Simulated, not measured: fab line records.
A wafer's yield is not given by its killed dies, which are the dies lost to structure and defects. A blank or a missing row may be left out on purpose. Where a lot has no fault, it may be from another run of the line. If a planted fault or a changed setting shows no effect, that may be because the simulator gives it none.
Which tool did it?    flow n5Finfet    Sampling: 11 lots, 33 wafers, 3 of 1938 route steps

== WHAT EACH GAUGE READ, for each wafer ==
N5_BEOL_M13_INSPECT_12: inspects for defects (macro). Usual: rawDefectCount reads 2.1 (standard deviation 1.5).
lot   measured      on                rawDefectCount  flag
L172  day 11 00:47  defectInspect-01  6 3 1           
L173  day 11 10:36  defectInspect-01  6 0 1           
L175  day 11 13:00  defectInspect-01  2 1 0           
L174  day 11 19:23  defectInspect-01  4 1 0           
L179  day 12 21:46  defectInspect-02  4 1 4           
L181  day 13 03:04  defectInspect-01  0 5 4           
L183  day 13 15:46  defectInspect-02  1 4 3           
L187  day 14 23:22  defectInspect-02  2 1 2           
L191  day 15 11:10  defectInspect-02  3 4 3           
L194  day 16 17:26  defectInspect-01  1 3 1           
L195  day 16 22:14  defectInspect-01  4 2 1           

== TOOL THAT RAN EACH LOT (tool first, then ch and the chambers of the sampled wafers, then the start) ==
lot   N5_BEOL_M12_SPUTTER_44       N5_BEOL_M12_ANNEAL_48
L172  pvdSputter-03, day 10 23:01  rtpAnneal-02 ch 0, day 10 23:23
L173  pvdSputter-02, day 11 08:49  rtpAnneal-01 ch 0, day 11 09:11
L175  pvdSputter-02, day 11 11:13  rtpAnneal-01 ch 0, day 11 11:37
L174  pvdSputter-01, day 11 17:27  rtpAnneal-01 ch 0, day 11 18:04
L179  pvdSputter-01, day 12 20:08  rtpAnneal-02 ch 0, day 12 20:34
L181  pvdSputter-02, day 13 01:07  rtpAnneal-01 ch 0, day 13 01:40
L183  pvdSputter-02, day 13 14:00  rtpAnneal-02 ch 0, day 13 14:26
L187  pvdSputter-02, day 14 20:38  rtpAnneal-01 ch 0, day 14 21:47
L191  pvdSputter-02, day 15 08:44  rtpAnneal-01 ch 0, day 15 09:46
L194  pvdSputter-02, day 16 15:37  rtpAnneal-01 ch 0, day 16 16:08
L195  pvdSputter-02, day 16 20:08  rtpAnneal-02 ch 0, day 16 20:54
- N5_BEOL_M12_SPUTTER_44: material Ta, target thk 10 nm, time 16.13 s.
- N5_BEOL_M12_ANNEAL_48: time 90 s.

== WHAT THE TOOLS THEMSELVES READ (means of the sampled wafers that have a number; where no wafer has one, the mark that the record gives instead) ==
N5_BEOL_M12_SPUTTER_44. Usual: substrateTempC 49.99 C, standard deviation 0.12; throttleValvePct 30.2 %, standard deviation 0.88.
lot   tool           substrateTempC (C)  throttleValvePct (%)  flag
L172  pvdSputter-03  50.02               30.0                  
L173  pvdSputter-02  49.99               30.3                  
L175  pvdSputter-02  50.00               30.3                  
L174  pvdSputter-01  49.99               30.3                  
L179  pvdSputter-01  49.89               29.9                  
L181  pvdSputter-02  49.94               29.6                  
L183  pvdSputter-02  50.11               29.8                  
L187  pvdSputter-02  49.94               29.9                  
L191  pvdSputter-02  49.92               30.1                  
L194  pvdSputter-02  49.94               30.5                  
L195  pvdSputter-02  49.96               30.2                  

N5_BEOL_M12_ANNEAL_48. Usual: wafer_temp_C_max reads 226.0 (standard deviation 0.53).
lot   tool          wafer_temp_C_max  flag
L172  rtpAnneal-02  226.4             
L173  rtpAnneal-01  225.5             
L175  rtpAnneal-01  225.7             
L174  rtpAnneal-01  225.5             
L179  rtpAnneal-02  226.8             
L181  rtpAnneal-01  225.6             
L183  rtpAnneal-02  226.4             
L187  rtpAnneal-01  225.8             
L191  rtpAnneal-01  225.6             
L194  rtpAnneal-01  225.6             
L195  rtpAnneal-02  226.7             

== THE ANSWER, worked out from the rows above alone ==
Rule: a lot counts as off when the mean over its wafers that have a number is more than 3 standard deviations away from the usual mean. A lot without any number at a reading at which 4 lots or more have one is off too. Where the step has rows for the other lots, those lots are counted as sound. After the gauges, taken in route order, come the tools' own readings; for these a lot's mean is taken, as printed above. At the first step where some lot is off, the reading lying furthest off is the one used; lots without a number count as furthest.
Nothing can be told from this: no lot is off at any reading shown.

== WHAT THE SIMULATOR HAD PUT IN ==
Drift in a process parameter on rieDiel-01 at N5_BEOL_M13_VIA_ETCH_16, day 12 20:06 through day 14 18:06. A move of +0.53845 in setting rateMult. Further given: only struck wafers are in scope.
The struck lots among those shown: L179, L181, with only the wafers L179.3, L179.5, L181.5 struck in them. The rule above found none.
